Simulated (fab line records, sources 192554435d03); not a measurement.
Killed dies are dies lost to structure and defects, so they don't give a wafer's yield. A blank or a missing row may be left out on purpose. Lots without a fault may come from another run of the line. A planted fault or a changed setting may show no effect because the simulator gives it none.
Which tool did it? | flow n5_finfet | 24 lots, 72 wafers sampled, at 2 steps of a route of 1938

WHAT THE GAUGES READ, wafer by wafer
N5_BEOL_M10_CD_MEAS_11: target cd 64.1 nm. Usual: cd_nm 64.3 nm, standard deviation 0.44.
lot  | measured     | on        | cd_nm (nm)     | flag
L074 | day 9 19:59  | cd_sem-02 | 64.7 65.0 65.2 |
L075 | day 10 02:13 | cd_sem-02 | 65.2 64.7 64.6 |
L076 | day 10 03:10 | cd_sem-01 | 64.9 64.2 64.2 |
L078 | day 10 08:04 | cd_sem-03 | 64.4 63.9 64.1 |
L077 | day 10 11:11 | cd_sem-02 | 64.3 64.4 64.7 |
L079 | day 11 06:37 | cd_sem-01 | 64.1 64.3 64.2 |
L080 | day 11 17:29 | cd_sem-03 | 64.4 64.9 64.7 |
L083 | day 12 06:16 | cd_sem-02 | 64.1 64.7 64.7 |
L084 | day 12 06:28 | cd_sem-03 | 63.8 63.8 63.6 |
L081 | day 12 06:34 | cd_sem-02 | 64.3 64.6 64.2 |
L082 | day 12 08:35 | cd_sem-01 | 64.5 63.5 64.5 |
L087 | day 12 09:38 | cd_sem-02 | 64.2 63.9 65.1 |
L085 | day 12 12:10 | cd_sem-03 | 64.5 64.3 64.4 |
L086 | day 12 13:10 | cd_sem-03 | 64.2 64.1 64.3 |
L090 | day 13 22:15 | cd_sem-01 | 64.0 64.4 64.7 |
L089 | day 13 22:27 | cd_sem-03 | 64.2 64.0 65.2 |
L088 | day 13 22:49 | cd_sem-03 | 63.7 64.2 63.8 |
L091 | day 14 11:18 | cd_sem-02 | 64.3 64.4 64.5 |
L092 | day 14 11:32 | cd_sem-02 | 64.1 63.9 63.9 |
L093 | day 14 17:57 | cd_sem-01 | 64.0 64.2 64.8 |
L095 | day 15 01:47 | cd_sem-01 | 64.7 64.4 64.4 |
L094 | day 15 07:53 | cd_sem-02 | 64.2 65.0 63.4 |
L097 | day 15 16:01 | cd_sem-01 | 63.9 63.7 64.1 |
L096 | day 16 09:40 | cd_sem-03 | 64.0 64.3 64.7 |

WHICH TOOL RAN EACH LOT (tool, then ch and the chambers of the sampled wafers, then the start)
lot  | N5_BEOL_M10_PECVD_70
L074 | pecvd-03 ch 0,1, day 9 19:08
L075 | pecvd-04 ch 0,1, day 10 00:59
L076 | pecvd-04 ch 0,1,2, day 10 01:46
L078 | pecvd-04 ch 0,1, day 10 06:15
L077 | pecvd-04 ch 0,1,2, day 10 09:46
L079 | pecvd-02 ch 0,2, day 11 04:07
L080 | pecvd-02 ch 0,1, day 11 15:56
L083 | pecvd-04 ch 0,1,2, day 12 04:16
L084 | pecvd-02 ch 0,2, day 12 05:12
L081 | pecvd-04 ch 0,1, day 12 05:20
L082 | pecvd-02 ch 0,1,2, day 12 07:47
L087 | pecvd-04 ch 1,2, day 12 09:04
L085 | pecvd-04 ch 0,1,2, day 12 09:33
L086 | pecvd-03 ch 0,1,2, day 12 12:34
L090 | pecvd-02 ch 0,1,2, day 13 20:38
L089 | pecvd-04 ch 0,1,2, day 13 21:10
L088 | pecvd-03 ch 0,1, day 13 22:05
L091 | pecvd-04 ch 1,2, day 14 08:17
L092 | pecvd-03 ch 0,1,2, day 14 08:35
L093 | pecvd-03 ch 0,1, day 14 17:02
L095 | pecvd-02 ch 1,2, day 15 00:28
L094 | pecvd-04 ch 1,2, day 15 05:20
L097 | pecvd-02 ch 0,1,2, day 15 13:33
L096 | pecvd-04 ch 1,2, day 16 08:13
- N5_BEOL_M10_PECVD_70: deposits SiO2 from TEOS/O2, target thk 20 nm, time 22.7 s.

WHAT THE TOOLS THEMSELVES READ (means of the sampled wafers that have a number; where no wafer has one, the mark that the record gives instead)
N5_BEOL_M10_PECVD_70. Usual: heater_power_w 743 W, standard deviation 90; showerhead_plenum_p_Torr 8.79 Torr, standard deviation 0.055; throttle_valve_pct 22.4 %, standard deviation 0.86.
lot  | tool     | heater_power_w (W) | showerhead_plenum_p_Torr (Torr) | throttle_valve_pct (%) | flag
L074 | pecvd-03 | 755                | 8.85                            | 22.5                   |
L075 | pecvd-04 | 704                | 8.73                            | 23.2                   |
L076 | pecvd-04 | 730                | 8.77                            | 22.6                   |
L078 | pecvd-04 | 781                | 8.77                            | 23.1                   |
L077 | pecvd-04 | 737                | 8.80                            | 22.4                   |
L079 | pecvd-02 | 800                | 8.80                            | 22.4                   |
L080 | pecvd-02 | 675                | 8.76                            | 22.1                   |
L083 | pecvd-04 | 799                | 8.79                            | 22.5                   |
L084 | pecvd-02 | 729                | 8.81                            | 21.7                   |
L081 | pecvd-04 | 757                | 8.77                            | 23.3                   |
L082 | pecvd-02 | 716                | 8.78                            | 21.8                   |
L087 | pecvd-04 | 773                | 8.79                            | 22.0                   |
L085 | pecvd-04 | 760                | 8.80                            | 22.6                   |
L086 | pecvd-03 | 786                | 8.80                            | 22.4                   |
L090 | pecvd-02 | 714                | 8.78                            | 21.7                   |
L089 | pecvd-04 | 781                | 8.79                            | 22.6                   |
L088 | pecvd-03 | 764                | 8.82                            | 22.7                   |
L091 | pecvd-04 | 694                | 8.76                            | 22.4                   |
L092 | pecvd-03 | 829                | 8.80                            | 22.6                   |
L093 | pecvd-03 | 718                | 8.86                            | 22.5                   |
L095 | pecvd-02 | 626                | 8.79                            | 21.4                   |
L094 | pecvd-04 | 690                | 8.80                            | 21.9                   |
L097 | pecvd-02 | 647                | 8.78                            | 22.0                   |
L096 | pecvd-04 | 728                | 8.80                            | 22.0                   |

THE ANSWER, worked out from the rows above alone
Rule: a lot is off if the mean of its wafers that have a number lies more than 3 standard deviations from the usual mean. A lot without any number at a reading at which 4 lots or more have one is off too. The other lots that the step has rows for count as sound. The gauges are gone through in route order, then the tools' own readings, and for those a lot's mean is taken as printed above. The first step at which some lot is off is used, and at that step the reading that is off furthest; a lot without a number counts as furthest.
No lot is off at any reading shown: from this, nothing can be told.

WHAT THE SIMULATOR HAD PUT IN
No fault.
